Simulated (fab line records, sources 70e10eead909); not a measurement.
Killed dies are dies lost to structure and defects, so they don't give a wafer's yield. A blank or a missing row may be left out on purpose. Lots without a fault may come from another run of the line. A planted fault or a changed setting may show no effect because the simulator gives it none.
Chamber matching | flow nand_harc | NHARC_A_STAIRCASE_TRIM_229 on rie_diel-08: 4 sister chambers
The step chemistry O2, time 211.2 s. 7 wafers are shown with their chamber, then 7 later ones without.

WAFERS WITH THEIR CHAMBER
wafer  | chamber | showerhead_plenum_p_Torr (Torr) | drypump_motor_current_A (A)
L074.5 | 0       | 3.50                            | 5.7
L081.3 | 1       | 3.36                            | 6.5
L086.2 | 0       | 3.49                            | 5.7
L086.4 | 3       | 3.46                            | 6.3
L086.5 | 3       | 3.46                            | 6.4
L087.4 | 2       | 3.48                            | 6.3
L087.5 | 2       | 3.48                            | 6.3

WAFERS WITHOUT THEIR CHAMBER
wafer  | showerhead_plenum_p_Torr (Torr) | drypump_motor_current_A (A)
L087.6 | 3.45                            | 6.3
L096.1 | 3.47                            | 6.3
L096.3 | 3.45                            | 6.4
L096.5 | 3.45                            | 6.4
L097.1 | 3.34                            | 6.4
L097.2 | 3.47                            | 6.3
L097.3 | 3.44                            | 6.4

WHICH CHAMBER EACH WENT THROUGH
wafer  | from the rows above     | in truth
L087.6 | 3                       | 3
L096.1 | can't be placed: 2 or 3 | 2
L096.3 | 3                       | 3
L096.5 | 3                       | 3
L097.1 | 1                       | 1
L097.2 | can't be placed: 2 or 3 | 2
L097.3 | 3                       | 3
Placed correctly: 5 of 7. Can't be placed from these rows: 2 (the true chamber is among the candidates in 2). Placed wrongly: 0.
How it was worked out, from the rows above alone: a wafer's distance from a chamber is the root of the sum, over the readings, of the square of ((its reading less the chamber's mean) divided by the reading's scatter). The wafer belongs to the nearest chamber; if the next one is less than 2 further off, it can't be placed. A chamber's mean is the mean of its shown wafers. The scatter: the root of (the sum of the squares of (reading less its chamber's mean) over the shown wafers, divided by (wafers less chambers)).
